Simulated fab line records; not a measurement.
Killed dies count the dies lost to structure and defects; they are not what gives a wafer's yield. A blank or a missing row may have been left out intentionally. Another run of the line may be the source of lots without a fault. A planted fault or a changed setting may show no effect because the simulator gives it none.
Struck lot and sound lot, side by side / flow n5_finfet / 20 out of 1938 route steps
Sound: wafers L453.1, L453.2, L453.5. Struck: wafer L460.4 (left out: L460.1, L460.6 of the same lot, which were not struck); the cause appears at the end.
For every step that has rows: the tool of each side, followed by ch and its chambers, followed by its first start. Under that, the readings that differ: sound wafers / struck wafers / difference of the means / sigmas: that difference in standard deviations of wafers without a fault.
alike: readings whose means differ by less than 2 such deviations, and words and numbers that are the same on both sides. not compared: withheld readings, readings that some wafer has no value for, bounds like >300 that may hide the same value, and numbers for which the record gives no deviation and whose values overlap.
A row with sigmas, a row that says differs or no value, or rows on one side alone: a step with any of these is where the two part. When numbers do not overlap yet have no deviation, they are printed without sigmas and do not part them. A reading that every wafer of one side lacks parts them only if that side has two wafers or more.

first, 6 steps without rows for these wafers: N5_BEOL_M2_COAT_05 (resist thk 30 nm); N5_BEOL_M2_EBR_07; N5_BEOL_M2_SOFTBAKE_06 (time 60 s); N5_BEOL_M2_EXPOSE_08 (exposes mask M2); N5_BEOL_M2_PEB_09 (peb time 60 s); N5_BEOL_M2_DEVELOP_10 (develop time 30 s).
N5_BEOL_M2_CD_MEAS_11: the cd target is 16.79 nm.
  sound on cd_sem-01 ch 0, day 6 14:19; struck on cd_sem-02 ch 0, day 8 05:23
  alike: cd_nm
N5_BEOL_M2_OVL_MEAS_12:
  sound on overlay-02 ch 0, day 6 14:21; struck on overlay-01 ch 0, day 8 05:25
  alike: M2_OVL
N5_BEOL_M2_INSPECT_13: inspects for defects (brightfield).
  sound on defect_inspect-02, day 6 14:24; struck on defect_inspect-02, day 8 05:28
  alike: raw_defect_count
N5_BEOL_M2_DESCUM_16: chemistry O2, time 7 s.
  sound on rie_diel-05 ch 1,2,3, day 6 14:35; struck on rie_diel-06 ch 2, day 8 05:38
  alike: chamber_pressure_mTorr, drypump_motor_current_A, oes_product_au, rf_vpp_V, showerhead_plenum_p_Torr, throttle_valve_pct
  not compared: rf_hours_counter_h
N5_BEOL_M2_ETCH_74: etches underlayer in N2/H2, target depth 6.5 nm, time 5.2 s.
  sound on rie_diel-05 ch 1,2,3, day 6 14:37; struck on rie_diel-06 ch 2, day 8 05:40
  alike: chamber_pressure_mTorr, drypump_motor_current_A, etch_rf_on_time_s, oes_product_au, rf_vpp_V, showerhead_plenum_p_Torr, throttle_valve_pct
  not compared: rf_hours_counter_h
N5_BEOL_M2_ETCH_63: etches SiARC in CF4, target depth 15.6 nm, time 26 s.
  sound on rie_diel-05 ch 1,2,3, day 6 14:38; struck on rie_diel-06 ch 2, day 8 05:41
  alike: chamber_pressure_mTorr, drypump_motor_current_A, etch_rf_on_time_s, oes_product_au, rf_vpp_V, showerhead_plenum_p_Torr, throttle_valve_pct
  not compared: rf_hours_counter_h
N5_BEOL_M2_ETCH_64: etches SOC in N2/H2, target depth 75 nm, overetch 22.5 nm, time 121.9 s.
  sound on rie_diel-05 ch 1,2,3, day 6 14:40; struck on rie_diel-06 ch 2, day 8 05:43
reading=model.SiARC_of_BEOL_M2_COAT_62.thk_nm (nm); sound=6.2 6 6.4; struck=4; difference=-2; sigmas=
reading=model.BEOL_M2.cd_offset_nm (nm); sound=0 -0.2 0.4; struck=0.6; difference=+0.5; sigmas=
  alike: chamber_pressure_mTorr, drypump_motor_current_A, oes_product_au, rf_vpp_V, showerhead_plenum_p_Torr, throttle_valve_pct
  not compared: rf_hours_counter_h
then, 2 steps without rows for these wafers: N5_BEOL_M2_STRIP_65 (strips in N2/H2); N5_BEOL_M2_STRIP_75 (strips in N2/H2).
N5_BEOL_M2_STRIP_66: strips in CF4.
  sound on rie_diel-05 ch 1,2,3, day 6 14:47; struck on rie_diel-06 ch 2, day 8 05:51
  alike: chamber_pressure_mTorr, drypump_motor_current_A, oes_product_au, rf_vpp_V, showerhead_plenum_p_Torr, throttle_valve_pct
  not compared: rf_hours_counter_h
N5_BEOL_M2_HM_OPEN_17: chemistry Cl2/BCl3, target TiN, target depth 20 nm, overetch 6 nm.
  sound on rie_metal-03 ch 0,1, day 6 14:50; struck on rie_metal-02 ch 0, day 8 05:53
reading=model.BEOL_M2.cd_offset_nm (nm); sound=-0.2 -0.2 0.2; struck=0.6; difference=+0.7; sigmas=
  alike: chamber_pressure_mTorr, drypump_motor_current_A, oes_product_au, throttle_valve_pct
  not compared: rf_hours_counter_h
N5_BEOL_M2_STRIP_19: strips in O2.
  sound on rie_diel-04 ch 1,3, day 6 14:56; struck on rie_diel-05 ch 3, day 8 06:20
  alike: chamber_pressure_mTorr, drypump_motor_current_A, oes_product_au, rf_vpp_V, showerhead_plenum_p_Torr, throttle_valve_pct
  not compared: rf_hours_counter_h
N5_BEOL_M4_RC_MEAS_101:
  sound on prober-01 ch 0, day 7 17:41; struck on prober-02 ch 0, day 9 07:37
reading=DIBL_N (mV/V); sound=31.8 34.2 35.8; struck=38.9; difference=+5.0; sigmas=+2
reading=DIBL_P (mV/V); sound=31.0 35.5 36.3; struck=40.3; difference=+6.0; sigmas=+2
reading=SS_P (mV/dec); sound=72.0 72.9 72.9; struck=74.2; difference=+1.6; sigmas=+2
  alike: IOFF_N, IOFF_P, ION_N, ION_P, SS_N, VT_N, VT_P
then, 1 step without rows for these wafers: N5_PASSIVATION_PROBE_49.

## WHERE THEY PART
At N5_BEOL_M4_RC_MEAS_101 and nowhere else, as far as this record goes.

WHY: what had been put in by the simulator
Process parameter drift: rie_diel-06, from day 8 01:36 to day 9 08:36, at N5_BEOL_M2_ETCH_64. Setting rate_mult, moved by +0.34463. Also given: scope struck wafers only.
